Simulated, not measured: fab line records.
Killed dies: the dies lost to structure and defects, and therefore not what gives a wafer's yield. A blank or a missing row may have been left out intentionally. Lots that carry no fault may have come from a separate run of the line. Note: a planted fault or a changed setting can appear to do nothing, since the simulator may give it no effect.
A lot that was struck, set against a sound lot / flow n5_finfet / 14 steps out of a route of 1938
Sound: the wafers L625.2, L625.3, L625.4. Struck: wafers L618.1, L618.2, L618.5. The cause is given at the end.
For every step that has rows: the tool of each side, followed by ch and its chambers, followed by its first start. Under that, the readings that differ: sound wafers / struck wafers / difference of the means / sigmas: that difference in standard deviations of wafers without a fault.
alike: readings whose means differ by less than 2 such deviations, and words and numbers that are the same on both sides. not compared: withheld readings, readings that some wafer has no value for, bounds like >300 that may hide the same value, and numbers for which the record gives no deviation and whose values overlap.
Wherever a step has rows on one side only, a row that says differs or no value, or a row with sigmas, the two part there. Numbers that have no deviation but don't overlap get no sigmas and don't part them. Lack of a reading on every wafer of one side parts them only where that side has two or more wafers.

first, 1 step without rows for these wafers: N5_BEOL_M9_STRIP_68 (strips in N2/H2).
N5_BEOL_M9_STRIP_67: strips in CF4.
  sound on rie_diel-03 ch 0,1,3, day 14 06:26; struck on rie_diel-06 ch 2,3, day 12 20:44
  alike: drypump_motor_current_A, oes_product_au, rf_vpp_V, showerhead_plenum_p_Torr, throttle_valve_pct
  not compared: rf_hours_counter_h
N5_BEOL_M9_HM_OPEN_17: chemistry Cl2/BCl3, target TiN, target depth 20 nm, overetch 6 nm.
  sound on rie_metal-03 ch 0,1, day 14 06:29; struck on rie_metal-03 ch 0,1, day 12 20:47
  alike: drypump_motor_current_A, mfc_ar_sccm, oes_product_au, throttle_valve_pct
  not compared: rf_hours_counter_h
N5_BEOL_M9_STRIP_19: strips in O2.
  sound on rie_diel-03 ch 1,2,3, day 14 06:36; struck on rie_diel-02 ch 0,1,3, day 12 20:59
  alike: drypump_motor_current_A, oes_product_au, rf_vpp_V, showerhead_plenum_p_Torr, throttle_valve_pct
  not compared: rf_hours_counter_h
N5_BEOL_M9_CD_MEAS_18: pitch 140 nm, target cd 70 nm.
  sound on cd_sem-02 at day 14 06:40; struck on cd_sem-03 at day 12 21:03
  alike: cd_nm
then, 7 steps without rows for these wafers: N5_BEOL_M9_COAT_63 (time 60 s, resist thk 60 nm); N5_BEOL_M9_COAT_64 (time 60 s, resist thk 12 nm); N5_BEOL_M9_COAT_75 (time 60 s, resist thk 5 nm); N5_BEOL_M9_COAT_22 (resist thk 30 nm); N5_BEOL_M9_EBR_24; N5_BEOL_M9_SOFTBAKE_23 (time 60 s); N5_BEOL_M9_EXPOSE_25 (exposes mask V8).
N5_BEOL_M9_PEB_26: peb time 60 s.
  sound on litho_track-05 ch 0, day 14 08:29; struck on litho_track-02, day 12 21:35
  no value came back on the struck wafers for chill_plate_temp_C (C), exhaust_pa (Pa); on the sound wafers chill_plate_temp_C (C) reads 23.02 23.08 22.98
then, 1 step without rows for these wafers: N5_BEOL_M9_DEVELOP_27 (develop time 30 s).

WHERE THEY PART
N5_BEOL_M9_PEB_26 only, going by this record.

WHY: whatever the simulator had introduced
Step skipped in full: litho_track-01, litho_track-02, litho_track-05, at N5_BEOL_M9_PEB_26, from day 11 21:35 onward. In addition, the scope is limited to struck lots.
